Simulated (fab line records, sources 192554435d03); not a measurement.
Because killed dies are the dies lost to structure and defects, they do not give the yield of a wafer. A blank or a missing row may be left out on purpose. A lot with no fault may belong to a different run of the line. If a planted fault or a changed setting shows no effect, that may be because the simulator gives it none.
Which tool did it? -- flow n5-finfet -- 12 lots (36 wafers sampled), 1 step of a 1938-step route

## WHAT EACH GAUGE READ, for each wafer
N5_GATE_CUT_INSPECT_15: inspects for defects (brightfield).
lot,measured,on,raw-defect-count
L075,day 5 00:11,defect-inspect-01,80 106 109
L078,day 5 14:39,defect-inspect-02,121 92 123
L079,day 6 01:12,defect-inspect-01,174 173 207
L081,day 6 08:42,defect-inspect-02,234 172 222
L083,day 6 21:07,defect-inspect-01,150 141 203
L085,day 7 09:52,defect-inspect-01,111 137 98
L087,day 7 15:08,defect-inspect-01,154 100 87
L089,day 8 07:37,defect-inspect-02,120 173 199
L091,day 8 20:05,defect-inspect-01,98 102 104
L093,day 9 09:55,defect-inspect-02,166 185 150
L095,day 9 20:08,defect-inspect-01,119 135 105
L097,day 10 08:38,defect-inspect-01,234 102 122

## EACH LOT AND THE TOOL THAT RAN IT (in order: tool; ch and the chambers of the sampled wafers; start)
Record: no process step prior to these readings.

## THE ANSWER, worked out from the rows above alone
Rule: the usual values come from the lots themselves. The widest of any qualifying gaps counts: lots, ordered by their means at a reading, are off when they make up no more than a third of the lots, leave a main group of 4 or more, and stand apart from it by 3 or more times the standard deviation of that group's means. If all means in a main group match to the digits the tables above print for the reading, that group is not used. Also off: a lot with no number at a reading for which 4 or more lots have one. All remaining lots with rows at the step are treated as sound.
Nothing can be told from this: no lot is off at any reading shown.

## WHAT WAS PUT IN BY THE SIMULATOR
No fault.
